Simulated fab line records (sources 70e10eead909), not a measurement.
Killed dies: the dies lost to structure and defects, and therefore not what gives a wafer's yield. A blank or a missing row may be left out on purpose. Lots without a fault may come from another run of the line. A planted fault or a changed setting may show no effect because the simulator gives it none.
Which of the tools did it?    flow nand_harc    10 lots with 30 wafers sampled at 6 steps, on a route of 1302 steps

## WHAT THE GAUGES SHOWED, per wafer
NHARC_A_CHANNEL_HOLE_D1_INSPECT_40. Usual: raw_defect_count reads 73 (standard deviation 31).
lot   measured      on                 raw_defect_count  flag
L348  day 9 06:08   defect_inspect-02  101 99 135        
L347  day 9 06:32   defect_inspect-02  59 48 61          
L350  day 10 07:05  defect_inspect-01  48 45 39          
L351  day 11 02:58  defect_inspect-01  88 105 90         
L352  day 11 04:55  defect_inspect-01  60 48 37          
L354  day 12 08:21  defect_inspect-01  42 38 31          
L357  day 13 04:56  defect_inspect-01  41 41 50          
L361  day 14 19:59  defect_inspect-02  46 51 53          
L362  day 15 10:46  defect_inspect-01  134 117 107       
L365  day 16 11:14  defect_inspect-01  42 726 43         OFF

NHARC_END_SORT_01. Usual: killed_at_array 41, standard deviation 10; killed_at_other 0.8, standard deviation 0.91; killed_at_periphery 4.2, standard deviation 2.9; killed_dies 46, standard deviation 10; killed_open 3.5, standard deviation 2.1; killed_short 2.5, standard deviation 1.6.
lot   measured      on         killed_at_array  killed_at_other  killed_at_periphery  killed_dies  killed_open  killed_short  flag
L365  day 31 20:23  prober-01  49 103 55        0 2 1            0 1 3                49 106 59    4 4 3        0 3 3         

## EACH LOT AND THE TOOL THAT RAN IT (in order: tool; ch and the chambers of the sampled wafers; start)
lot   NHARC_A_CHANNEL_HOLE_D1_ETCH_38     NHARC_A_CHANNEL_HOLE_D1_ETCH_16                NHARC_A_CHANNEL_HOLE_D1_STRIP_27               NHARC_A_CHANNEL_FILL_D1_STRIP_28
L348  rie_diel-10 ch 0,3, day 8 22:43     rie_diel-10 ch 0,1, day 9 06:08 or earlier     rie_diel-10 ch 0,1,2, day 9 06:08 or earlier   rie_diel-07 ch 1,2, day 10 06:28
L347  rie_diel-10 ch 0,2,3, day 8 22:58   rie_diel-10 ch 0,2, day 9 06:32 or earlier     rie_diel-11 ch 2,3, day 9 06:32 or earlier     rie_diel-03 ch 0,2,3, day 10 06:29
L350  rie_diel-10 ch 0,2,3, day 10 00:14  rie_diel-10 ch 0,1,2, day 10 07:05 or earlier  rie_diel-08 ch 0,1,3, day 10 07:05 or earlier  rie_diel-03 ch 2,3, day 11 08:16
L351  rie_diel-10 ch 1,2,3, day 10 20:10  rie_diel-10 ch 0,1,2, day 11 02:58 or earlier  rie_diel-08 ch 0,1,2, day 11 02:58 or earlier  rie_diel-07 ch 0,2,3, day 12 04:34
L352  rie_diel-10 ch 1,2,3, day 10 21:43  rie_diel-10 ch 1,3, day 11 04:55 or earlier    rie_diel-08 ch 1,2,3, day 11 04:55 or earlier  rie_diel-03 ch 0,1,3, day 12 04:34
L354  rie_diel-10 ch 0,1,2, day 12 01:22  rie_diel-10 ch 0,2, day 12 08:21 or earlier    rie_diel-08 ch 0,1,2, day 12 08:21 or earlier  rie_diel-03 ch 0,1, day 13 06:58
L357  rie_diel-10 ch 0,1, day 12 22:08    rie_diel-10 ch 2,3, day 13 04:56 or earlier    rie_diel-10 ch 0,2, day 13 04:56 or earlier    rie_diel-06 ch 1,3, day 14 05:15
L361  rie_diel-11 ch 0,2, day 14 11:21    rie_diel-11 ch 0,1,2, day 14 19:59 or earlier  rie_diel-08 ch 2,3, day 14 19:59 or earlier    rie_diel-06 ch 0,1,3, day 15 19:53
L362  rie_diel-08 ch 0,2,3, day 15 03:07  rie_diel-08 ch 0,1,3, day 15 10:46 or earlier  rie_diel-08 ch 0,2, day 15 10:46 or earlier    rie_diel-07 ch 2,3, day 16 11:26
L365  rie_diel-10 ch 0,2, day 16 04:13    rie_diel-10 ch 0,1,2, day 16 11:14 or earlier  rie_diel-10 ch 1,2,3, day 16 11:14 or earlier  rie_diel-03 ch 0,2,3, day 17 13:49
- NHARC_A_CHANNEL_HOLE_D1_ETCH_38: etches the open film in CF4, target depth 39 nm, time 65 s.
- NHARC_A_CHANNEL_HOLE_D1_ETCH_16: etches the open film in O2/COS, target depth 3100 nm, time 806 s.
- NHARC_A_CHANNEL_HOLE_D1_STRIP_27: strips in O2.
- NHARC_A_CHANNEL_FILL_D1_STRIP_28: strips in O2, time 20 s.

## WHAT THE TOOLS THEMSELVES READ (means of the sampled wafers that have a number; where no wafer has one, the mark that the record gives instead)
NHARC_A_CHANNEL_HOLE_D1_ETCH_38. Usual: cf4_flow_sccm 150.0 sccm (standard deviation 0.43); drypump_motor_current_A 5.7 A (standard deviation 0.32); oes_product_au 1.002 a.u. (standard deviation 0.01); rf_fwd_power_W 297.3 W (standard deviation 1.3); rf_vpp_V 151.4 V (standard deviation 1); showerhead_plenum_p_Torr 1.79 Torr (standard deviation 0.041); throttle_valve_pct 13.283 % (standard deviation 0.0092).
lot   tool         cf4_flow_sccm (sccm)  drypump_motor_current_A (A)  oes_product_au (a.u.)  rf_fwd_power_W (W)  rf_vpp_V (V)  showerhead_plenum_p_Torr (Torr)  throttle_valve_pct (%)  flag
L348  rie_diel-10  150.3                 6.0                          1.007                  297.7               151.5         1.79                             13.276                  
L347  rie_diel-10  150.2                 5.8                          1.002                  297.1               151.5         1.78                             13.284                  
L350  rie_diel-10  149.9                 5.8                          0.999                  297.4               151.4         1.78                             13.278                  
L351  rie_diel-10  149.8                 5.8                          1.009                  297.7               151.6         1.81                             13.279                  
L352  rie_diel-10  150.0                 5.8                          0.998                  296.9               151.1         1.80                             13.286                  
L354  rie_diel-10  150.0                 5.6                          0.997                  296.4               152.5         1.77                             13.289                  
L357  rie_diel-10  150.0                 5.5                          1.010                  296.5               150.8         1.75                             13.286                  
L361  rie_diel-11  150.1                 6.2                          1.016                  295.4               151.8         1.80                             13.282                  
L362  rie_diel-08  150.3                 5.6                          0.998                  297.4               150.2         1.76                             13.292                  
L365  rie_diel-10  150.3                 5.6                          0.999                  297.5               151.3         1.76                             13.287                  

NHARC_A_CHANNEL_HOLE_D1_ETCH_16. Usual: cos_flow_sccm 19.99 sccm (standard deviation 0.052); drypump_motor_current_A 5.68 A (standard deviation 0.3); oes_product_au 1.002 a.u. (standard deviation 0.0099); rf_fwd_power_W 499.4 W (standard deviation 1.3); rf_vpp_V 314.7 V (standard deviation 1.2); showerhead_plenum_p_Torr 3.16 Torr (standard deviation 0.068); throttle_valve_pct 28.329 % (standard deviation 0.0089).
lot   tool         cos_flow_sccm (sccm)  drypump_motor_current_A (A)  oes_product_au (a.u.)  rf_fwd_power_W (W)  rf_vpp_V (V)  showerhead_plenum_p_Torr (Torr)  throttle_valve_pct (%)  flag
L348  rie_diel-10  19.95                 5.62                         1.009                  500.8               314.1         3.14                             28.328                  
L347  rie_diel-10  20.00                 5.58                         1.000                  500.7               313.3         3.08                             28.342                  
L350  rie_diel-10  19.96                 5.61                         0.990                  499.5               315.0         3.13                             28.323                  
L351  rie_diel-10  19.96                 5.60                         0.997                  499.7               314.7         3.13                             28.325                  
L352  rie_diel-10  19.98                 6.02                         1.015                  501.6               315.8         3.21                             28.330                  
L354  rie_diel-10  19.98                 5.57                         0.999                  497.7               313.4         3.08                             28.335                  
L357  rie_diel-10  19.96                 5.98                         0.998                  501.4               315.2         3.20                             28.337                  
L361  rie_diel-11  20.01                 5.71                         1.009                  499.4               315.3         3.16                             28.327                  
L362  rie_diel-08  19.96                 5.61                         1.005                  497.2               314.8         3.17                             28.334                  
L365  rie_diel-10  19.99                 5.61                         0.997                  499.8               314.4         3.12                             28.334                  

NHARC_A_CHANNEL_HOLE_D1_STRIP_27. Usual: drypump_motor_current_A 5.68 A, standard deviation 0.28; oes_product_au 1.000 a.u., standard deviation 0.01; rf_vpp_V 57.9 V, standard deviation 0.85; showerhead_plenum_p_Torr 3.57 Torr, standard deviation 0.081; throttle_valve_pct 17.037 %, standard deviation 0.0083.
lot   tool         drypump_motor_current_A (A)  oes_product_au (a.u.)  rf_vpp_V (V)  showerhead_plenum_p_Torr (Torr)  throttle_valve_pct (%)  flag
L348  rie_diel-10  5.61                         1.005                  58.5          3.53                             17.037                  
L347  rie_diel-11  5.29                         1.016                  59.4          3.72                             17.034                  
L350  rie_diel-08  5.63                         0.995                  58.4          3.60                             17.037                  
L351  rie_diel-08  5.52                         0.993                  57.0          3.59                             17.027                  
L352  rie_diel-08  5.67                         1.000                  57.9          3.56                             17.044                  
L354  rie_diel-08  5.51                         1.001                  58.3          3.59                             17.032                  
L357  rie_diel-10  5.60                         0.997                  57.9          3.48                             17.040                  
L361  rie_diel-08  5.69                         0.984                  57.6          3.48                             17.040                  
L362  rie_diel-08  5.44                         0.997                  57.6          3.55                             17.035                  
L365  rie_diel-10  5.80                         0.998                  57.4          3.59                             17.034                  

NHARC_A_CHANNEL_FILL_D1_STRIP_28. Usual: drypump_motor_current_A 5.8 A, standard deviation 0.47; oes_product_au 1.002 a.u., standard deviation 0.011; rf_vpp_V 57.8 V, standard deviation 0.9; showerhead_plenum_p_Torr 3.53 Torr, standard deviation 0.14; throttle_valve_pct 17.036 %, standard deviation 0.0087.
lot   tool         drypump_motor_current_A (A)  oes_product_au (a.u.)  rf_vpp_V (V)  showerhead_plenum_p_Torr (Torr)  throttle_valve_pct (%)  flag
L348  rie_diel-07  5.4                          1.006                  58.7          3.65                             17.034                  
L347  rie_diel-03  5.8                          0.999                  57.7          3.53                             17.046                  
L350  rie_diel-03  5.8                          0.990                  57.4          3.55                             17.040                  
L351  rie_diel-07  6.4                          1.011                  57.3          3.47                             17.040                  
L352  rie_diel-03  5.8                          0.989                  56.9          3.46                             17.023                  
L354  rie_diel-03  6.1                          1.009                  58.2          3.47                             17.038                  
L357  rie_diel-06  5.3                          1.017                  58.1          3.62                             17.034                  
L361  rie_diel-06  5.6                          1.010                  57.9          3.56                             17.038                  
L362  rie_diel-07  6.4                          1.009                  58.5          3.50                             17.032                  
L365  rie_diel-03  5.8                          1.002                  57.7          3.52                             17.031                  

## THE ANSWER, worked out from the rows above alone
Rule: take the mean of a lot's wafers that have a number; if it is more than 3 standard deviations from the usual mean, the lot is off. A lot without any number at a reading at which 4 lots or more have one is off too. The other lots that the step has rows for count as sound. After the gauges, taken in route order, come the tools' own readings; for these a lot's mean is taken, as printed above. The first step at which some lot is off is used, and at that step the reading that is off furthest; a lot without a number counts as furthest.
Off, at NHARC_A_CHANNEL_HOLE_D1_INSPECT_40 on raw_defect_count: L365.
A tool fits if, at a process step before that reading, it ran every lot that is off, and no sound lot after the first of them. Gauges at NHARC_A_CHANNEL_HOLE_D1_INSPECT_40: tried the same way as those tools. Because NHARC_A_CHANNEL_HOLE_D1_ETCH_16 lacks a start for some lots, the hours and order of its lots are taken from NHARC_A_CHANNEL_HOLE_D1_INSPECT_40. Because NHARC_A_CHANNEL_HOLE_D1_STRIP_27 lacks a start for some lots, the hours and order of its lots are taken from NHARC_A_CHANNEL_HOLE_D1_INSPECT_40. 2 tools fit, rie_diel-10 at NHARC_A_CHANNEL_HOLE_D1_ETCH_38 and NHARC_A_CHANNEL_HOLE_D1_ETCH_16 and NHARC_A_CHANNEL_HOLE_D1_STRIP_27 and defect_inspect-01 at NHARC_A_CHANNEL_HOLE_D1_INSPECT_40, so this cannot tell which one it is.

## WHAT THE SIMULATOR HAD PUT IN
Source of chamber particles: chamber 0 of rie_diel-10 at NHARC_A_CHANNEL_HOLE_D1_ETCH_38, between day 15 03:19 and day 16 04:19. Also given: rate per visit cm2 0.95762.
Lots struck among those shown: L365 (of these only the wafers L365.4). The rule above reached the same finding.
